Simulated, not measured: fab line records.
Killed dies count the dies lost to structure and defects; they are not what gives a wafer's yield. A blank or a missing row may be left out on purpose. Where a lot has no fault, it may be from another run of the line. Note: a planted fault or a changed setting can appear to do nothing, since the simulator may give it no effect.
fab line records	flow n5Finfet
record lots=7	wafers=21
route steps=1938 shown BEOL_M6@1224 BEOL_M7@1308 BEOL_M9@1428 BEOL_M10@1473 BEOL_M12@1608 BEOL_M13@1665
startH: start of the lot's first displayed wafer, in hours after the record's first day	waitH: hours since the lot's step before	" as in the row above	L1.1+2: several wafers, shown together as one row	- either no value or no given start	* or withheld: withheld	< > ~ a bound
route shown NAME@n: names a module that has steps shown in the file, with the first one's number in the route	usual: mean and standard deviation over wafers with no fault	same: alike in all rows	chamber/n: place in a boat	sites: per-site readings	_std_site: how widely they spread, as a standard deviation	_edge_site: mean of outer sites minus mean of inner sites	radiusMm: how far each site lies from the wafer's centre	mask NAME#n: copy n	behind: the most recent tool/chamber to have shaped the wafer	hold: cause of the lot's hold/its duration in hours/its outcome	device: the transistor (n, p or np) that didn't switch	end of line: the route-end tests of the same wafers	for a step that has no rows: nothing shown but its recipe	killed: count of dies lost to structure and defects at first sort (not the wafer's yield)	map: dies across one wafer; x = killed, . = not, _ = none there
set.NAME: the run value of the setting; set.NAME@STEP: its run value at that earlier step	model.NAME: the simulator's own value behind a step, which no gauge read
one table per step and one row per wafer, for lots whose settings were changed on purpose
## steps
# step N5_BEOL_M6_EXPOSE_25
# recipe maskId=V5	na=0.33	sourceShape=annular	sigmaInner=0.4	sigmaOuter=0.8	polarization=unpolarized	targetCdNm=40	doseMj=45
lot.wafer	tool	chamber	startH	waitH	mask	set.doseMj
L075.3+5	euvScanner-01	0	196.02	-	V5#0	45
L075.4	"	0	"	"	V5#0	47.94
L076.2+3+6	euvScanner-01	0	204.86	-	V5#0	45
L085.2+5	euvScanner-02	0	261.16	-	V5#0	45
L085.3	"	0	"	"	V5#0	46.08
L086.3+4+6	euvScanner-01	0	264.60	-	V5#0	45
L087.1	euvScanner-02	0	264.75	-	V5#0	45
L087.2+4	"	0	"	"	V5#0	47.63
L090.2+4+5	euvScanner-01	0	297.98	-	V5#0	43.25
L096.1	euvScanner-02	0	331.76	-	V5#0	45
L096.2+3	"	0	"	"	V5#0	43.38
# step N5_BEOL_M6_PEB_26
# recipe pebTempC=100	pebTimeS=60	resist=CAR-EUV
# step N5_BEOL_M6_DEVELOP_27
# recipe developTimeS=30	developer=TMAH	resist=CAR-EUV	rinseLiquid=surfactantRinse	dry=airSpin	devTempC=23
# step N5_BEOL_M6_CD_MEAS_28
# recipe targetCdNm=40	landingEnergyEv=500	detector=seInlens
# usual cdNm=40.04/0.22
lot.wafer	tool	chamber	startH	waitH	set.doseMj@BEOL_M6_EXPOSE_25	cdNm
L075.3	cdSem-02	0	196.14	-	45	40.15
L075.4	"	0	"	"	47.94	41.43
L075.5	"	0	"	"	45	40.08
L076.2	cdSem-03	0	204.99	-	45	40.00
L076.3	"	0	"	"	45	40.02
L076.6	"	0	"	"	45	40.26
L085.2	cdSem-01	0	261.28	-	45	40.03
L085.3	"	0	"	"	46.08	40.59
L085.5	"	0	"	"	45	40.23
L086.3	cdSem-01	0	264.72	-	45	40.20
L086.4	"	0	"	"	45	40.51
L086.6	"	0	"	"	45	40.39
L087.1	cdSem-03	0	264.89	-	45	40.01
L087.2	"	0	"	"	47.63	41.11
L087.4	"	0	"	"	47.63	41.51
L090.2	cdSem-02	0	298.11	-	43.25	38.88
L090.4	"	0	"	"	43.25	39.07
L090.5	"	0	"	"	43.25	38.94
L096.1	cdSem-01	0	331.89	-	45	39.45
L096.2	"	0	"	"	43.38	38.86
L096.3	"	0	"	"	43.38	39.42
# step N5_BEOL_M6_DESCUM_33
# recipe chemistry=O2	timeS=7	sourcePowerW=50	biasPowerW=20	pressureMtorr=20	rfFrequencyHz=2.712e+07	tempC=40	resist=CAR-EUV	o2FlowSccm=225
lot.wafer	tool	chamber	startH	waitH	set.doseMj@BEOL_M6_EXPOSE_25	model.BEOL_M6.cdNm
L075.3	rieDiel-04	2	196.26	0.0	45	40.2
L075.4	"	3	"	"	47.94	41.6
L075.5	"	1	"	"	45	40
L076.2+6	rieDiel-01	0,1	205.11	0.0	45	40
L076.3	"	3	"	"	45	40.2
L085.2	rieDiel-01	0	261.57	0.2	45	40
L085.3	"	3	"	"	46.08	40.6
L085.5	"	3	"	"	45	40.2
L086.3+4	rieDiel-01	1,0	264.84	0.0	45	40.2
L086.6	"	3	"	"	45	40.4
L087.1	rieDiel-04	2	265.01	0.0	45	40.2
L087.2	"	0	"	"	47.63	-
L087.4	"	1	"	"	47.63	41.4
L090.2	rieDiel-01	3	298.31	0.1	43.25	39.2
L090.4+5	"	1,2	"	"	43.25	39
L096.1	rieDiel-02	1	332.02	0.0	45	40.2
L096.2	"	2	"	"	43.38	39
L096.3	"	0	"	"	43.38	39.4
# step N5_BEOL_M6_ETCH_72
# recipe chemistry=N2/H2	target=underlayer	targetDepthA=65	maskMaterial=CAR-EUV	timeS=5.2	ionEnergyEv=200	pressureMtorr=30	sourceW=840	biasW=150	n2FlowSccm=200	h2FlowSccm=200	ends=cleared
# step N5_BEOL_M6_ETCH_65
# recipe chemistry=CF4	target=SiARC	targetDepthA=156	maskMaterial=CAR-EUV	timeS=26	ionEnergyEv=80	pressureMtorr=40	sourceW=545	biasW=36	Ar_flow_sccm=100	cf4FlowSccm=100	ends=cleared
lot.wafer	tool	chamber	startH	waitH	set.doseMj@BEOL_M6_EXPOSE_25	model.BEOL_M6.cdNm
L075.3	rieDiel-04	2	196.31	0.0	45	40.4
L075.4	"	3	"	"	47.94	41.8
L075.5	"	1	"	"	45	40
L076.2+6	rieDiel-01	0,1	205.16	0.0	45	39.8
L076.3	"	3	"	"	45	40.2
L085.2	rieDiel-01	0	261.62	0.0	45	39.8
L085.3	"	3	"	"	46.08	40.6
L085.5	"	3	"	"	45	40.2
L086.3+4	rieDiel-01	1,0	264.89	0.0	45	40.2
L086.6	"	3	"	"	45	40.4
L087.1	rieDiel-04	2	265.06	0.0	45	40.4
L087.2+4	"	0,1	"	"	47.63	41.4
L090.2	rieDiel-01	3	298.36	0.0	43.25	39.4
L090.4+5	"	1,2	"	"	43.25	39
L096.1	rieDiel-02	1	332.07	0.0	45	40
L096.2+3	"	2,0	"	"	43.38	39.2
# step N5_BEOL_M6_ETCH_66
# recipe chemistry=N2/H2	target=SOC	targetDepthA=800	overetchA=160	maskMaterial=SiARC	tempC=40	timeS=120	ionEnergyEv=200	pressureMtorr=30	sourceW=840	biasW=150	n2FlowSccm=200	h2FlowSccm=200
# step N5_BEOL_M6_STRIP_69
# recipe chemistry=N2/H2	tempC=40	n2FlowSccm=200	h2FlowSccm=200	rfFrequencyHz=6e+07
# step N5_BEOL_M6_STRIP_80
# recipe chemistry=N2/H2	timeS=10	powerW=450	tempC=40	pressureMtorr=20	rfFrequencyHz=6e+07	biasPowerW=7	n2FlowSccm=200	h2FlowSccm=200
# step N5_BEOL_M6_HM_STRIP_39
# recipe chemistry=peroxideTinStrip	material=TiN	targetDepthA=250	tempC=50	timeS=158
lot.wafer	tool	chamber	startH	waitH	set.tempC@BEOL_M6_PECVD_70	model.SiO2_of_BEOL_M6_PECVD_70.thkNm
L075.3	wetBench-01	1	196.72	0.0	400	19.6
L075.4+5	"	7,0	"	"	400	20
L076.2	wetBench-03	3	205.57	0.0	400	19.8
L076.3	"	4	"	"	400	18.6
L076.6	"	5	"	"	400	19
L085.2+5	wetBench-01	4,3	262.03	0.0	400	19.4
L085.3	"	2	"	"	387.3	21.2
L086.3	wetBench-01	0	265.30	0.0	400	19.8
L086.4+6	"	2,6	"	"	400	20.2
L087.1	wetBench-04	3	265.48	0.0	400	19.6
L087.2	"	2	"	"	400	19.2
L087.4	"	1	"	"	413.6	18
L090.2	wetBench-01	3	298.77	0.0	384.3	21.4
L090.4	"	4	"	"	384.3	22
L090.5	"	1	"	"	400	20
L096.1	wetBench-03	2	332.47	0.0	400	19.6
L096.2	"	5	"	"	400	19.2
L096.3	"	7	"	"	400	19.8
# step N5_BEOL_M7_TRENCH_ETCH_37
# recipe chemistry=C4F6/O2	targetDepthA=934.78	target=SiCOH_lowk	timeS=31.2	ionEnergyEv=250	pressureMtorr=30	sourceW=345	biasW=185	Ar_flow_sccm=300	C4F6_flow_sccm=10	O2_flow_sccm=10
# usual rfVppV=668/9
lot.wafer	tool	chamber	startH	waitH	set.biasW	rfVppV
L075.3	rieDiel-06	2	-	-	185	677
L075.4	"	1	"	"	185	665
L075.5	"	2	"	"	185	679
L076.2	rieDiel-03	1	-	-	185	668
L076.3	"	0	"	"	185	674
L076.6	"	2	"	"	185	670
L085.2	rieDiel-03	2	-	-	185	671
L085.3	"	1	"	"	185	668
L085.5	"	0	"	"	185	675
L086.3	rieDiel-03	3	-	-	185	671
L086.4	"	0	"	"	204.1	727
L086.6	"	3	"	"	185	670
L087.1	rieDiel-05	3	-	-	185	669
L087.2	"	2	"	"	185	648
L087.4	"	0	"	"	164.2	622
L090.2	rieDiel-06	3	-	-	185	653
L090.4	"	0	"	"	185	652
L090.5	"	1	"	"	155.5	578
L096.1	rieDiel-06	0	-	-	168	606
L096.2	"	2	"	"	168	627
L096.3	"	1	"	"	168	616
# step N5_BEOL_M7_ETCH_41
# recipe chemistry=CH3F/O2	target=SiCN	targetDepthA=319	taperDeg=2	timeS=57.8	ionEnergyEv=120	maskMaterial=TiN	pressureMtorr=30	sourceW=395	biasW=75	Ar_flow_sccm=150	CH3F_flow_sccm=30	O2_flow_sccm=20
# usual rfVppV=297.6/1.6
lot.wafer	tool	chamber	startH	waitH	set.sourceW	rfVppV
L075.3	rieDiel-06	2	-	-	395	297.9
L075.4	"	1	"	"	395	299.2
L075.5	"	2	"	"	395	297.5
L076.2	rieDiel-03	1	-	-	395	298.1
L076.3	"	0	"	"	395	297.7
L076.6	"	2	"	"	395	300.1
L085.2	rieDiel-03	2	-	-	428.1	291.9
L085.3	"	1	"	"	428.1	290.6
L085.5	"	0	"	"	395	299.5
L086.3	rieDiel-03	3	-	-	395	296.8
L086.4	"	0	"	"	452.3	281.9
L086.6	"	3	"	"	395	296.4
L087.1	rieDiel-05	3	-	-	395	298.5
L087.2	"	2	"	"	395	294.9
L087.4	"	0	"	"	395	297.5
L090.2	rieDiel-06	3	-	-	413.7	290.4
L090.4	"	0	"	"	395	295.9
L090.5	"	1	"	"	395	299.3
L096.1	rieDiel-06	0	-	-	395	295.9
L096.2	"	2	"	"	345.3	311.2
L096.3	"	1	"	"	395	298.8
# step N5_BEOL_M9_COAT_22
# recipe resist=CAR-EUV	spinRpm=1500	resistThkNm=30
lot.wafer	tool	chamber	startH	waitH	set.spinRpm	model.CAR-EUV_of_BEOL_M9_COAT_22.thkNm
L075.3+4+5	lithoTrack-01	0	-	-	1500	30
L076.2+3+6	lithoTrack-01	0	-	-	1500	30
L085.2+3	lithoTrack-01	0	-	-	1653	28.6
L085.5	"	0	"	"	1500	30.2
L087.1	lithoTrack-02	0	-	-	1355	31.8
L087.2	"	0	"	"	1355	31.6
L087.4	"	0	"	"	1500	30.2
L086.3+4	lithoTrack-03	0	-	-	1500	30
L086.6	"	0	"	"	1450	30.6
L090.2	lithoTrack-02	0	-	-	1500	29.8
L090.4+5	"	0	"	"	1500	30
L096.1+2+3	lithoTrack-01	0	-	-	1500	30
# step N5_BEOL_M9_EBR_24
# recipe solvent=PGMEA	ebrWidthMm=1.5
# step N5_BEOL_M9_SOFTBAKE_23
# recipe tempC=110	timeS=60	resist=CAR-EUV
# step N5_BEOL_M9_EXPOSE_25
# recipe maskId=V8	na=0.33	sourceShape=annular	sigmaInner=0.4	sigmaOuter=0.8	polarization=unpolarized	doseMj=37.25
# step N5_BEOL_M9_PEB_26
# recipe pebTempC=100	pebTimeS=60	resist=CAR-EUV
# step N5_BEOL_M9_DEVELOP_27
# recipe developTimeS=30	developer=TMAH	resist=CAR-EUV	rinseLiquid=surfactantRinse	dry=airSpin	devTempC=23
lot.wafer	tool	chamber	startH	waitH	set.spinRpm@BEOL_M9_COAT_22	model.CAR-EUV_of_BEOL_M9_COAT_22.thkNm
L075.3	lithoTrack-03	0	-	-	1500	29.6
L075.4+5	"	0	"	"	1500	29.4
L076.2	lithoTrack-01	0	-	-	1500	29.4
L076.3+6	"	0	"	"	1500	29.6
L085.2+3	lithoTrack-01	0	-	-	1653	28.2
L085.5	"	0	"	"	1500	29.6
L087.1+2	lithoTrack-01	0	-	-	1355	31.2
L087.4	"	0	"	"	1500	29.6
L086.3	lithoTrack-02	0	-	-	1500	29.4
L086.4	"	0	"	"	1500	29.6
L086.6	"	0	"	"	1450	30.2
L090.2+4	lithoTrack-02	0	-	-	1500	29.4
L090.5	"	0	"	"	1500	29.6
L096.1+2+3	lithoTrack-01	0	-	-	1500	29.6
# step N5_BEOL_M10_PECVD_70
# recipe material=SiO2	targetThkA=200	tempC=400	precursor=TEOS/O2	pressureTorr=5.5	rfW=450	teosFlowSccm=53.8	gas=O2	flowSccm=3000	timeS=22.7
lot.wafer	tool	chamber	startH	waitH	set.tempC	model.SiO2_of_BEOL_M10_PECVD_70.thkNm
L075.3	pecvd-04	0	229.02	0.0	400	19.8
L075.4	"	2	"	"	412.1	18.4
L075.5	"	1	"	"	412.1	18.2
L076.2	pecvd-04	0	236.31	0.0	400	20
L076.3	"	0	"	"	400	20.2
L076.6	"	1	"	"	400	19.8
L085.2+5	pecvd-01	2,0	305.18	0.0	400	20
L085.3	"	0	"	"	400	19.8
L087.1+4	pecvd-01	1,2	305.81	0.0	400	20
L087.2	"	2	"	"	400	19.6
L086.3	pecvd-02	0	305.93	0.0	400	20.2
L086.4	"	2	"	"	400	20
L086.6	"	0	"	"	400	20.6
L090.2	pecvd-04	0	334.19	0.0	400	19.6
L090.4	"	2	"	"	408.9	18.8
L090.5	"	1	"	"	400	20
L096.1+3	pecvd-01	2,0	370.61	0.0	400	19.6
L096.2	"	1	"	"	400	19.8
# step N5_BEOL_M10_HM_DEP_02
# recipe material=TiN	targetThkA=200	tempC=25	chamberPressurePa=0.49996
# step N5_BEOL_M10_COAT_59
# recipe resist=SOC	tempC=250	timeS=60	spinRpm=1500	resistThkNm=100
# step N5_BEOL_M10_STRIP_77
# recipe chemistry=N2/H2	timeS=10	powerW=450	tempC=40	pressureMtorr=20	rfFrequencyHz=6e+07	biasPowerW=7	n2FlowSccm=200	h2FlowSccm=200
# step N5_BEOL_M10_HM_STRIP_39
# recipe chemistry=peroxideTinStrip	material=TiN	targetDepthA=250	tempC=50	timeS=158
lot.wafer	tool	chamber	startH	waitH	set.tempC@BEOL_M10_PECVD_70	model.SiO2_of_BEOL_M10_PECVD_70.thkNm
L075.3	wetBench-03	0	233.89	0.0	400	19.6
L075.4	"	2	"	"	412.1	18.2
L075.5	"	1	"	"	412.1	18
L076.2	wetBench-04	2	240.52	0.0	400	19.8
L076.3	"	1	"	"	400	20.2
L076.6	"	4	"	"	400	19.6
L085.2	wetBench-03	4	308.40	0.0	400	20
L085.3+5	"	0,3	"	"	400	19.8
L087.1	wetBench-04	3	310.23	0.0	400	19.8
L087.2	"	6	"	"	400	19.4
L087.4	"	4	"	"	400	20
L086.3	wetBench-04	5	310.57	0.0	400	20
L086.4	"	6	"	"	400	19.8
L086.6	"	3	"	"	400	20.4
L090.2	wetBench-01	0	342.85	0.0	400	19.6
L090.4	"	1	"	"	408.9	18.6
L090.5	"	7	"	"	400	19.8
L096.1+3	wetBench-03	0,6	373.60	0.0	400	19.4
L096.2	"	5	"	"	400	19.6
# step N5_BEOL_M12_EXPOSE_07
# recipe maskId=V11	na=0.93	sourceShape=conventional	sigmaOuter=0.6	polarization=unpolarized	attpsmPhaseDeg=180	doseMj=32.5
lot.wafer	tool	chamber	startH	waitH	mask	set.doseMj
L075.3	krfScanner-01	0	246.51	-	V11#0	30.57
L075.4+5	"	0	"	"	V11#0	32.5
L076.2+3+6	krfScanner-01	0	252.65	-	V11#0	32.5
L085.2+5	krfScanner-01	0	320.66	-	V11#0	31.73
L085.3	"	0	"	"	V11#0	32.5
L087.1+4	krfScanner-02	0	321.99	-	V11#0	30.48
L087.2	"	0	"	"	V11#0	32.5
L086.3+6	krfScanner-02	0	327.27	-	V11#0	33.76
L086.4	"	0	"	"	V11#0	32.5
L090.2+4+5	krfScanner-02	0	354.19	-	V11#0	32.5
L096.1+2	krfScanner-01	0	385.54	-	V11#0	32.5
L096.3	"	0	"	"	V11#0	34.16
# step N5_BEOL_M12_PEB_08
# recipe pebTempC=130	pebTimeS=90
lot.wafer	tool	chamber	startH	waitH	set.pebTimeS
L075.3+4+5	lithoTrack-04	0	246.55	0.0	90
L076.2+3+6	lithoTrack-02	0	252.70	0.0	90
L085.2+5	lithoTrack-02	0	320.71	0.0	95.38
L085.3	"	0	"	"	90
L087.1	lithoTrack-02	0	322.04	0.1	101.5
L087.2+4	"	0	"	"	90
L086.3	lithoTrack-01	0	327.31	0.0	90
L086.4+6	"	0	"	"	80.53
L090.2+4+5	lithoTrack-02	0	354.25	0.0	90
L096.1	lithoTrack-02	0	385.60	0.1	90
L096.2+3	"	0	"	"	81.73
# step N5_BEOL_M12_DEVELOP_09
# recipe developTimeS=45	rinseLiquid=diw	dry=airSpin	devTempC=21
# step N5_BEOL_M12_HARDBAKE_14
# recipe tempC=130	timeS=120
# step N5_BEOL_M12_CD_MEAS_10
# recipe targetCdNm=140	landingEnergyEv=500	detector=seInlens	polarity=opening
# usual cdNm=140.9/1.7
lot.wafer	tool	chamber	startH	waitH	set.doseMj@BEOL_M12_EXPOSE_07	cdNm
L075.3	cdSem-02	0	246.67	-	30.57	134.7
L075.4	"	0	"	"	32.5	142.5
L075.5	"	0	"	"	32.5	141.7
L076.2	cdSem-01	0	252.81	-	32.5	138.6
L076.3	"	0	"	"	32.5	139.8
L076.6	"	0	"	"	32.5	138.6
L085.2	cdSem-03	0	320.83	-	31.73	138.5
L085.3	"	0	"	"	32.5	139.6
L085.5	"	0	"	"	31.73	138.3
L087.1	cdSem-01	0	322.16	-	30.48	136.4
L087.2	"	0	"	"	32.5	144.0
L087.4	"	0	"	"	30.48	134.3
L086.3	cdSem-01	0	327.43	-	33.76	144.0
L086.4	"	0	"	"	32.5	139.8
L086.6	"	0	"	"	33.76	141.0
L090.2	cdSem-02	0	354.36	-	32.5	140.0
L090.4	"	0	"	"	32.5	137.7
L090.5	"	0	"	"	32.5	138.2
L096.1	cdSem-01	0	385.72	-	32.5	138.2
L096.2	"	0	"	"	32.5	135.8
L096.3	"	0	"	"	34.16	142.3
# step N5_BEOL_M12_STRIP_71
# recipe chemistry=postEtchResidueRemover	timeS=60	tempC=25	removerPh=withheld	removerWaterWtPct=withheld	removerFluorideWtPct=withheld
# step N5_BEOL_M12_SRD_72
# recipe timeS=30	tempC=23	rinseLiquid=diw	dry=n2Spin	spinRpm=1500	dryTimeS=30
# step N5_BEOL_M12_CD_MEAS_17
# recipe targetCdNm=140	polarity=opening
# usual cdNm=141.0/1.9
lot.wafer	tool	chamber	startH	waitH	set.doseMj@BEOL_M12_EXPOSE_07	cdNm
L075.3	cdSem-01	-	247.26	0.0	30.57	133.6
L075.4	"	-	"	"	32.5	142.9
L075.5	"	-	"	"	32.5	141.4
L076.2	cdSem-01	-	253.40	0.0	32.5	140.1
L076.3	"	-	"	"	32.5	141.5
L076.6	"	-	"	"	32.5	137.9
L085.2	cdSem-03	-	321.41	0.0	31.73	139.2
L085.3	"	-	"	"	32.5	139.4
L085.5	"	-	"	"	31.73	138.1
L087.1	cdSem-02	-	322.74	0.0	30.48	137.2
L087.2	"	-	"	"	32.5	144.9
L087.4	"	-	"	"	30.48	134.8
L086.3	cdSem-02	-	328.01	0.0	33.76	143.1
L086.4	"	-	"	"	32.5	139.4
L086.6	"	-	"	"	33.76	140.9
L090.2	cdSem-02	-	355.16	0.0	32.5	140.5
L090.4	"	-	"	"	32.5	138.7
L090.5	"	-	"	"	32.5	138.3
L096.1	cdSem-03	-	387.08	0.0	32.5	138.1
L096.2	"	-	"	"	32.5	135.9
L096.3	"	-	"	"	34.16	142.8
# step N5_BEOL_M13_EXPOSE_07
# recipe maskId=V12	na=0.93	sourceShape=conventional	sigmaOuter=0.6	polarization=unpolarized	attpsmPhaseDeg=180	doseMj=24.8
lot.wafer	tool	chamber	startH	waitH	mask	set.doseMj
L075.3	krfScanner-02	0	252.56	-	V12#0	25.31
L075.4+5	"	0	"	"	V12#0	24.8
L076.2+3+6	krfScanner-01	0	259.26	-	V12#0	24.8
L085.2+3+5	krfScanner-02	0	335.43	-	V12#0	24.8
L087.1+2	krfScanner-01	0	339.10	-	V12#0	24.8
L087.4	"	0	"	"	V12#0	23.49
L086.3+4+6	krfScanner-01	0	344.63	-	V12#0	24.8
L090.2+4+5	krfScanner-02	0	362.42	-	V12#0	24.8
L096.1+2+3	krfScanner-02	0	393.25	-	V12#0	24.8
# step N5_BEOL_M13_PEB_08
# recipe pebTempC=130	pebTimeS=90
# step N5_BEOL_M13_DEVELOP_09
# recipe developTimeS=45	rinseLiquid=diw	dry=airSpin	devTempC=21
# step N5_BEOL_M13_HARDBAKE_14
# recipe tempC=130	timeS=120
# step N5_BEOL_M13_CD_MEAS_10
# recipe targetCdNm=190	landingEnergyEv=500	detector=seInlens	polarity=opening
# usual cdNm=191.5/1.1
lot.wafer	tool	chamber	startH	waitH	set.doseMj@BEOL_M13_EXPOSE_07	cdNm
L075.3	cdSem-03	0	252.72	-	25.31	193.3
L075.4	"	0	"	"	24.8	191.5
L075.5	"	0	"	"	24.8	191.0
L076.2	cdSem-02	0	259.43	-	24.8	192.3
L076.3	"	0	"	"	24.8	192.7
L076.6	"	0	"	"	24.8	193.1
L085.2	cdSem-02	0	335.60	-	24.8	191.0
L085.3	"	0	"	"	24.8	192.2
L085.5	"	0	"	"	24.8	191.5
L087.1	cdSem-03	0	339.27	-	24.8	191.2
L087.2	"	0	"	"	24.8	191.7
L087.4	"	0	"	"	23.49	185.2
L086.3	cdSem-01	0	344.79	-	24.8	192.3
L086.4	"	0	"	"	24.8	191.9
L086.6	"	0	"	"	24.8	191.6
L090.2	cdSem-03	0	362.59	-	24.8	191.6
L090.4	"	0	"	"	24.8	192.7
L090.5	"	0	"	"	24.8	192.3
L096.1	cdSem-03	0	393.42	-	24.8	190.7
L096.2	"	0	"	"	24.8	191.4
L096.3	"	0	"	"	24.8	190.8
## key
split step=N5_BEOL_M6_EXPOSE_25	setting=doseMj	stated=45	by=wafer
response step=N5_BEOL_M6_CD_MEAS_28	reading=cdNm	change=+0.192	per=1%	r=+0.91
response step=N5_BEOL_M6_DESCUM_33	reading=model.BEOL_M6.cdNm	change=+0.228	per=1%	r=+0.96
response step=N5_BEOL_M6_ETCH_65	reading=model.BEOL_M6.cdNm	change=+0.216	per=1%	r=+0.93
split step=N5_BEOL_M7_TRENCH_ETCH_37	setting=biasW	stated=185	by=wafer
response step=N5_BEOL_M7_TRENCH_ETCH_37	reading=rfVppV	change=+4.47	per=1%	r=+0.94
split step=N5_BEOL_M7_ETCH_41	setting=sourceW	stated=395	by=wafer
response step=N5_BEOL_M7_ETCH_41	reading=rfVppV	change=-1.06	per=1%	r=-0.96
split step=N5_BEOL_M9_COAT_22	setting=spinRpm	stated=1500	by=wafer
response step=N5_BEOL_M9_COAT_22	reading=model.CAR-EUV_of_BEOL_M9_COAT_22.thkNm	change=-0.157	per=1%	r=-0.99
response step=N5_BEOL_M9_DEVELOP_27	reading=model.CAR-EUV_of_BEOL_M9_COAT_22.thkNm	change=-0.154	per=1%	r=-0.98
split step=N5_BEOL_M10_PECVD_70	setting=tempC	stated=400	by=wafer
response step=N5_BEOL_M10_PECVD_70	reading=model.SiO2_of_BEOL_M10_PECVD_70.thkNm	change=-0.48	per=1%	r=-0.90
response step=N5_BEOL_M10_HM_STRIP_39	reading=model.SiO2_of_BEOL_M10_PECVD_70.thkNm	change=-0.495	per=1%	r=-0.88
split step=N5_BEOL_M12_EXPOSE_07	setting=doseMj	stated=32.5	by=wafer
response step=N5_BEOL_M12_CD_MEAS_10	reading=cdNm	change=+1.15	per=1%	r=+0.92
response step=N5_BEOL_M12_CD_MEAS_17	reading=cdNm	change=+1.22	per=1%	r=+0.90
split step=N5_BEOL_M12_PEB_08	setting=pebTimeS	stated=90	by=wafer
response none clear
split step=N5_BEOL_M13_EXPOSE_07	setting=doseMj	stated=24.8	by=wafer
response step=N5_BEOL_M13_CD_MEAS_10	reading=cdNm	change=+1.16	per=1%	r=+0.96
split outsideThisFile step=N5_BEOL_M6_PECVD_70 setting=tempC
# split outsideThisFile: this setting was split too, and the file shows its column; the key of that split is in another file
